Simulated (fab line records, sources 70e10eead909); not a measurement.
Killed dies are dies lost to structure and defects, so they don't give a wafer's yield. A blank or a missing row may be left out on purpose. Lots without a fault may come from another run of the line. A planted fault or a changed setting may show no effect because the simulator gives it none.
Which tool did it? | flow nand_harc | 24 lots, 72 wafers sampled, at 5 steps of a route of 1159

WHAT THE GAUGES READ, wafer by wafer
NHARC_P_M0_INSPECT_11. Usual: raw_defect_count 3.8, standard deviation 2.3.
lot  | measured     | on                | raw_defect_count | flag
L074 | day 6 05:24  | defect_inspect-02 | 2 7 1            |
L075 | day 6 11:32  | defect_inspect-02 | 11 12 9          |
L076 | day 6 12:13  | defect_inspect-02 | 4 4 2            |
L079 | day 6 18:33  | defect_inspect-01 | 5 4 7            |
L078 | day 6 19:40  | defect_inspect-01 | 1 1 4            |
L077 | day 7 01:32  | defect_inspect-01 | 2 4 3            |
L080 | day 7 10:51  | defect_inspect-01 | 5 5 5            |
L081 | day 7 11:15  | defect_inspect-02 | 3 7 5            |
L083 | day 7 21:24  | defect_inspect-02 | 1 6 2            |
L084 | day 7 21:54  | defect_inspect-01 | 1 3 3            |
L082 | day 7 23:56  | defect_inspect-02 | 2 5 6            |
L085 | day 9 03:28  | defect_inspect-01 | 1 2 1            |
L087 | day 9 04:00  | defect_inspect-01 | 6 2 7            |
L086 | day 9 04:26  | defect_inspect-01 | 1 3 2            |
L088 | day 9 19:09  | defect_inspect-02 | 5 2 5            |
L089 | day 9 19:40  | defect_inspect-01 | 2 2 2            |
L091 | day 9 23:31  | defect_inspect-02 | 8 4 3            |
L090 | day 10 00:32 | defect_inspect-01 | 3 2 3            |
L092 | day 10 10:23 | defect_inspect-02 | 7 6 8            |
L093 | day 10 15:43 | defect_inspect-01 | 6 5 2            |
L094 | day 10 22:44 | defect_inspect-02 | 2 1 5            |
L095 | day 10 23:13 | defect_inspect-01 | 3 3 1            |
L096 | day 11 07:41 | defect_inspect-02 | 2 2 4            |
L097 | day 11 12:17 | defect_inspect-02 | 2 5 2            |

NHARC_P_M1_OVL_MEAS_10: pitch 260 nm. Usual: overlay_x_nm -0.1 nm, standard deviation 0.84; overlay_y_nm 0.0 nm, standard deviation 0.87.
lot  | measured     | on         | overlay_x_nm (nm) | overlay_y_nm (nm) | flag
L074 | day 6 09:36  | overlay-02 | -0.6 -0.1 0.2     | -0.5 -0.2 -0.6    |
L075 | day 6 15:27  | overlay-02 | 0.5 0.5 0.1       | 1.3 1.4 1.0       |
L076 | day 6 16:19  | overlay-01 | -0.9 -0.7 -0.6    | 0.6 -0.3 0.1      |
L079 | day 6 22:37  | overlay-01 | 1.1 1.1 1.2       | 0.4 0.3 0.5       |
L078 | day 6 23:40  | overlay-01 | -0.1 0.2 -0.4     | 0.9 0.8 0.7       |
L077 | day 7 05:37  | overlay-01 | -1.3 -1.2 -1.1    | -0.2 0.8 0.1      |
L080 | day 7 14:57  | overlay-01 | -1.3 -1.4 -1.6    | 0.9 0.3 0.4       |
L081 | day 7 15:24  | overlay-02 | -1.3 -1.3 -1.8    | -0.1 -0.2 -0.3    |
L083 | day 8 01:18  | overlay-01 | 0.6 0.8 0.8       | -0.2 0.0 0.3      |
L084 | day 8 02:13  | overlay-02 | 0.4 0.3 0.4       | -2.0 -2.0 -1.5    |
L082 | day 8 03:56  | overlay-01 | -0.9 -0.3 -0.7    | -1.3 -1.5 -1.7    |
L085 | day 9 07:53  | overlay-02 | 0.6 0.3 0.3       | 0.9 1.2 0.9       |
L087 | day 9 08:26  | overlay-02 | -0.3 -0.2 -0.1    | -0.1 -0.6 0.1     |
L086 | day 9 09:05  | overlay-02 | 0.5 0.6 0.7       | 0.6 0.4 0.3       |
L088 | day 9 23:10  | overlay-01 | -1.3 -1.1 -1.4    | 0.5 -0.1 0.2      |
L089 | day 10 00:02 | overlay-02 | 0.3 -0.1 0.4      | -0.6 -0.9 -1.3    |
L091 | day 10 03:51 | overlay-02 | -0.1 -0.8 0.2     | -0.2 -0.5 0.0     |
L090 | day 10 05:08 | overlay-01 | 0.7 0.9 -0.1      | 0.4 0.4 1.1       |
L092 | day 10 14:17 | overlay-01 | -0.2 0.1 0.0      | 0.4 0.6 0.6       |
L093 | day 10 19:44 | overlay-01 | 2.1 1.6 1.4       | 0.3 0.9 0.3       |
L094 | day 11 03:03 | overlay-01 | 0.7 0.0 0.6       | 1.0 1.3 1.3       |
L095 | day 11 03:27 | overlay-02 | -1.1 -1.4 -0.9    | -0.8 -0.8 -0.3    |
L096 | day 11 11:37 | overlay-02 | -0.9 -0.3 -0.1    | -1.5 -1.3 -1.2    |
L097 | day 11 16:29 | overlay-01 | 0.4 0.8 0.9       | -0.6 -1.0 -0.9    |

NHARC_P_M1_THK_MEAS_24: measures by xrf. Usual: thk_nm 157.6 nm, standard deviation 1.5.
lot  | measured     | on            | thk_nm (nm)       | flag
L074 | day 6 12:23  | film_metro-01 | 158.1 161.1 158.8 |
L075 | day 6 18:01  | film_metro-01 | 157.6 159.1 159.7 |
L076 | day 6 18:58  | film_metro-02 | 158.1 159.0 158.4 |
L079 | day 7 01:14  | film_metro-01 | 155.8 159.2 157.7 |
L078 | day 7 02:18  | film_metro-02 | 159.9 155.9 157.2 |
L077 | day 7 08:16  | film_metro-02 | 157.4 156.6 155.9 |
L080 | day 7 17:41  | film_metro-01 | 158.8 156.3 157.2 |
L081 | day 7 17:57  | film_metro-01 | 156.4 157.4 154.3 |
L083 | day 8 03:52  | film_metro-01 | 158.3 159.3 160.1 |
L084 | day 8 04:50  | film_metro-02 | 154.8 155.3 155.6 |
L082 | day 8 06:32  | film_metro-02 | 156.2 158.1 157.4 |
L085 | day 9 10:25  | film_metro-02 | 156.5 155.9 156.7 |
L087 | day 9 10:58  | film_metro-02 | 159.5 156.3 158.4 |
L086 | day 9 11:37  | film_metro-02 | 158.0 157.8 156.6 |
L088 | day 10 02:01 | film_metro-02 | 157.8 159.7 157.0 |
L089 | day 10 03:02 | film_metro-02 | 158.8 155.4 155.7 |
L091 | day 10 06:26 | film_metro-02 | 158.0 159.3 158.5 |
L090 | day 10 08:11 | film_metro-02 | 156.5 158.7 157.8 |
L092 | day 10 16:53 | film_metro-02 | 154.9 157.0 156.1 |
L093 | day 10 22:17 | film_metro-01 | 154.9 155.5 158.3 |
L094 | day 11 05:38 | film_metro-01 | 157.2 155.9 158.1 |
L095 | day 11 06:02 | film_metro-02 | 157.5 159.5 157.1 |
L096 | day 11 14:08 | film_metro-01 | 154.7 157.0 157.4 |
L097 | day 11 19:30 | film_metro-02 | 158.7 157.6 156.8 |

WHICH TOOL RAN EACH LOT (tool, then ch and the chambers of the sampled wafers, then the start)
lot  | NHARC_P_M1_STRIP_18                | NHARC_P_M1_CMP_23
L074 | rie_diel-03 ch 1,2, day 6 10:20    | cmp-04 ch 0,3, day 6 12:04
L075 | rie_diel-08 ch 0,2,3, day 6 15:59  | cmp-01 ch 0,1,3, day 6 17:44
L076 | rie_diel-03 ch 0,1, day 6 16:53    | cmp-04 ch 0,2,3, day 6 18:40
L079 | rie_diel-03 ch 0,3, day 6 23:10    | cmp-01 ch 1,2, day 7 00:57
L078 | rie_diel-03 ch 0,1,3, day 7 00:12  | cmp-01 ch 1,2, day 7 01:59
L077 | rie_diel-08 ch 0,1, day 7 06:05    | cmp-01 ch 0,2,3, day 7 08:02
L080 | rie_diel-03 ch 2,3, day 7 15:28    | cmp-01 ch 0,1, day 7 17:22
L081 | rie_diel-02 ch 0,1,3, day 7 15:55  | cmp-02 ch 2,3, day 7 17:38
L083 | rie_diel-08 ch 1,2,3, day 8 01:47  | cmp-04 ch 0,1,2, day 8 03:35
L084 | rie_diel-08 ch 0,1, day 8 02:42    | cmp-04 ch 0,3, day 8 04:30
L082 | rie_diel-08 ch 1,2,3, day 8 04:27  | cmp-02 ch 0,2,3, day 8 06:12
L085 | rie_diel-03 ch 1,2, day 9 08:23    | cmp-02 ch 0,3, day 9 10:07
L087 | rie_diel-03 ch 1,2,3, day 9 08:55  | cmp-01 ch 0,2,3, day 9 10:39
L086 | rie_diel-03 ch 1,2, day 9 09:35    | cmp-02 ch 0,1,2, day 9 11:22
L088 | rie_diel-08 ch 1,2, day 9 23:41    | cmp-01 ch 0,1,2, day 10 01:46
L089 | rie_diel-02 ch 1,3, day 10 00:33   | cmp-02 ch 0,1,2, day 10 02:43
L091 | rie_diel-08 ch 0,2,3, day 10 04:20 | cmp-04 ch 0,2,3, day 10 06:07
L090 | rie_diel-08 ch 0,1,2, day 10 05:40 | cmp-01 ch 1,2, day 10 07:53
L092 | rie_diel-02 ch 1,2,3, day 10 14:49 | cmp-01 ch 0,3, day 10 16:34
L093 | rie_diel-08 ch 0,2,3, day 10 20:13 | cmp-02 ch 1,2, day 10 21:59
L094 | rie_diel-02 ch 1,2, day 11 03:33   | cmp-02 ch 0,2,3, day 11 05:22
L095 | rie_diel-08 ch 0,1, day 11 03:56   | cmp-01 ch 2,3, day 11 05:44
L096 | rie_diel-02 ch 0,2,3, day 11 12:08 | cmp-04 ch 1,2,3, day 11 13:54
L097 | rie_diel-02 ch 0,1,2, day 11 16:59 | cmp-04 ch 0,1,3, day 11 19:11
- NHARC_P_M1_STRIP_18: strips in N2/H2.
- NHARC_P_M1_CMP_23: polishes, t overpolish 20 s, target thk 157.82 nm.

WHAT THE TOOLS THEMSELVES READ (means of the sampled wafers that have a number; where no wafer has one, the mark that the record gives instead)
NHARC_P_M1_STRIP_18. Usual: drypump_motor_current_A 5.77 A, standard deviation 0.28; h2_flow_sccm 150.0 sccm, standard deviation 0.43; oes_product_au 1.003 a.u., standard deviation 0.012; rf_vpp_V 90.8 V, standard deviation 0.99; showerhead_plenum_p_Torr 2.05 Torr, standard deviation 0.092; throttle_valve_pct 14.171 %, standard deviation 0.0097.
lot  | tool        | drypump_motor_current_A (A) | h2_flow_sccm (sccm) | oes_product_au (a.u.) | rf_vpp_V (V) | showerhead_plenum_p_Torr (Torr) | throttle_valve_pct (%) | flag
L074 | rie_diel-03 | 6.05                        | 150.2               | 0.997                 | 90.3         | 2.01                            | 14.164                 |
L075 | rie_diel-08 | 5.63                        | 149.4               | 0.991                 | 91.0         | 2.02                            | 14.176                 |
L076 | rie_diel-03 | 5.97                        | 149.9               | 1.002                 | 90.5         | 2.06                            | 14.172                 |
L079 | rie_diel-03 | 5.75                        | 149.9               | 1.008                 | 91.1         | 2.08                            | 14.179                 |
L078 | rie_diel-03 | 5.83                        | 150.6               | 1.011                 | 91.1         | 2.10                            | 14.176                 |
L077 | rie_diel-08 | 5.55                        | 150.1               | 1.002                 | 90.1         | 2.00                            | 14.171                 |
L080 | rie_diel-03 | 5.85                        | 149.8               | 1.001                 | 90.0         | 2.03                            | 14.165                 |
L081 | rie_diel-02 | 6.04                        | 150.2               | 1.010                 | 90.0         | 2.02                            | 14.180                 |
L083 | rie_diel-08 | 5.66                        | 150.0               | 1.006                 | 91.2         | 2.07                            | 14.161                 |
L084 | rie_diel-08 | 5.56                        | 149.8               | 1.000                 | 90.9         | 2.05                            | 14.174                 |
L082 | rie_diel-08 | 5.63                        | 149.9               | 1.011                 | 90.4         | 2.06                            | 14.178                 |
L085 | rie_diel-03 | 6.04                        | 149.6               | 0.991                 | 90.0         | 2.01                            | 14.165                 |
L087 | rie_diel-03 | 5.89                        | 150.6               | 1.002                 | 91.0         | 2.08                            | 14.177                 |
L086 | rie_diel-03 | 6.09                        | 149.4               | 0.990                 | 92.0         | 2.06                            | 14.178                 |
L088 | rie_diel-08 | 5.59                        | 149.8               | 1.008                 | 90.3         | 2.12                            | 14.168                 |
L089 | rie_diel-02 | 6.11                        | 150.1               | 1.006                 | 91.2         | 2.05                            | 14.166                 |
L091 | rie_diel-08 | 5.62                        | 150.1               | 1.004                 | 90.9         | 2.02                            | 14.175                 |
L090 | rie_diel-08 | 5.57                        | 150.1               | 1.002                 | 90.2         | 2.08                            | 14.162                 |
L092 | rie_diel-02 | 5.83                        | 150.3               | 1.005                 | 91.2         | 2.09                            | 14.170                 |
L093 | rie_diel-08 | 5.62                        | 149.8               | 0.999                 | 90.5         | 2.02                            | 14.174                 |
L094 | rie_diel-02 | 5.59                        | 149.6               | 1.011                 | 90.5         | 2.13                            | 14.171                 |
L095 | rie_diel-08 | 5.56                        | 150.2               | 0.992                 | 90.9         | 2.00                            | 14.172                 |
L096 | rie_diel-02 | 5.62                        | 149.7               | 0.998                 | 90.7         | 2.08                            | 14.166                 |
L097 | rie_diel-02 | 5.76                        | 150.0               | 1.009                 | 90.8         | 2.06                            | 14.163                 |

NHARC_P_M1_CMP_23. Usual: motor_current_A 11.5 A, standard deviation 1.1; time_to_endpoint_s 27.9 s, standard deviation 2.7.
lot  | tool   | motor_current_A (A) | time_to_endpoint_s (s) | flag
L074 | cmp-04 | 11.4                | 29.2                   |
L075 | cmp-01 | 11.6                | 29.9                   |
L076 | cmp-04 | 11.3                | 30.3                   |
L079 | cmp-01 | 12.4                | 28.1                   |
L078 | cmp-01 | 12.4                | 28.1                   |
L077 | cmp-01 | 11.9                | 30.0                   |
L080 | cmp-01 | 11.4                | 22.9                   |
L081 | cmp-02 | 10.9                | 24.3                   |
L083 | cmp-04 | 11.2                | 26.3                   |
L084 | cmp-04 | 11.7                | 27.8                   |
L082 | cmp-02 | 12.1                | 25.3                   |
L085 | cmp-02 | 13.1                | 26.1                   |
L087 | cmp-01 | 12.2                | 31.3                   |
L086 | cmp-02 | 11.0                | 29.3                   |
L088 | cmp-01 | 12.3                | 28.3                   |
L089 | cmp-02 | 11.2                | 27.2                   |
L091 | cmp-04 | 11.2                | 29.4                   |
L090 | cmp-01 | 12.0                | 30.0                   |
L092 | cmp-01 | 11.6                | 25.4                   |
L093 | cmp-02 | 9.9                 | 25.6                   |
L094 | cmp-02 | 12.0                | 26.5                   |
L095 | cmp-01 | 11.9                | 31.2                   |
L096 | cmp-04 | 11.0                | 26.9                   |
L097 | cmp-04 | 11.5                | 28.3                   |

THE ANSWER, worked out from the rows above alone
Rule: a lot is off if the mean of its wafers that have a number lies more than 3 standard deviations from the usual mean. A lot without any number at a reading at which 4 lots or more have one is off too. The other lots that the step has rows for count as sound. The gauges are gone through in route order, then the tools' own readings, and for those a lot's mean is taken as printed above. The first step at which some lot is off is used, and at that step the reading that is off furthest; a lot without a number counts as furthest.
No lot is off at any reading shown: from this, nothing can be told.

WHAT THE SIMULATOR HAD PUT IN
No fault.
